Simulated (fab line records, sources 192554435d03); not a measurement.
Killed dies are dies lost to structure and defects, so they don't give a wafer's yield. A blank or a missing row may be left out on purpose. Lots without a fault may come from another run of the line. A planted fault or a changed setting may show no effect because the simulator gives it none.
Chamber matching | flow n5_finfet | N5_BEOL_M11_ALD_74 on ald_metal-02: 4 sister chambers
The step deposits TaN, target thk 2 nm, pulse time 2 s, purge time 3 s. 8 wafers are shown with their chamber, then 7 later ones without.

WAFERS WITH THEIR CHAMBER
wafer  | chamber | heater_power_w (W) | heater_power_outer_w (W)
L449.1 | 2       | 336                | 178
L449.3 | 1       | 300                | 167
L452.1 | 0       | 358                | 208
L463.3 | 3       | 444                | 235
L463.5 | 2       | 333                | 184
L463.6 | 3       | 443                | 232
L462.1 | 0       | 366                | 205
L462.3 | 1       | 300                | 173

WAFERS WITHOUT THEIR CHAMBER
wafer  | heater_power_w (W) | heater_power_outer_w (W)
L462.5 | 363                | 204
L466.1 | 303                | 170
L466.3 | 334                | 176
L466.4 | 446                | 237
L465.3 | 462                | 231
L465.4 | 359                | 202
L465.5 | 425                | 234

WHICH CHAMBER EACH WENT THROUGH
wafer  | from the rows above | in truth
L462.5 | 0                   | 0
L466.1 | 1                   | 1
L466.3 | 2                   | 2
L466.4 | 3                   | 3
L465.3 | 3                   | 3
L465.4 | 0                   | 0
L465.5 | 3                   | 3
Placed correctly: 7 of 7. Can't be placed from these rows: 0. Placed wrongly: 0.
How it was worked out, from the rows above alone: a wafer's distance from a chamber is the root of the sum, over the readings, of the square of ((its reading less the chamber's mean) divided by the reading's scatter). The wafer belongs to the nearest chamber; if the next one is less than 2 further off, it can't be placed. A chamber's mean is the mean of its shown wafers. The scatter: the root of (the sum of the squares of (reading less its chamber's mean) over the shown wafers, divided by (wafers less chambers)).
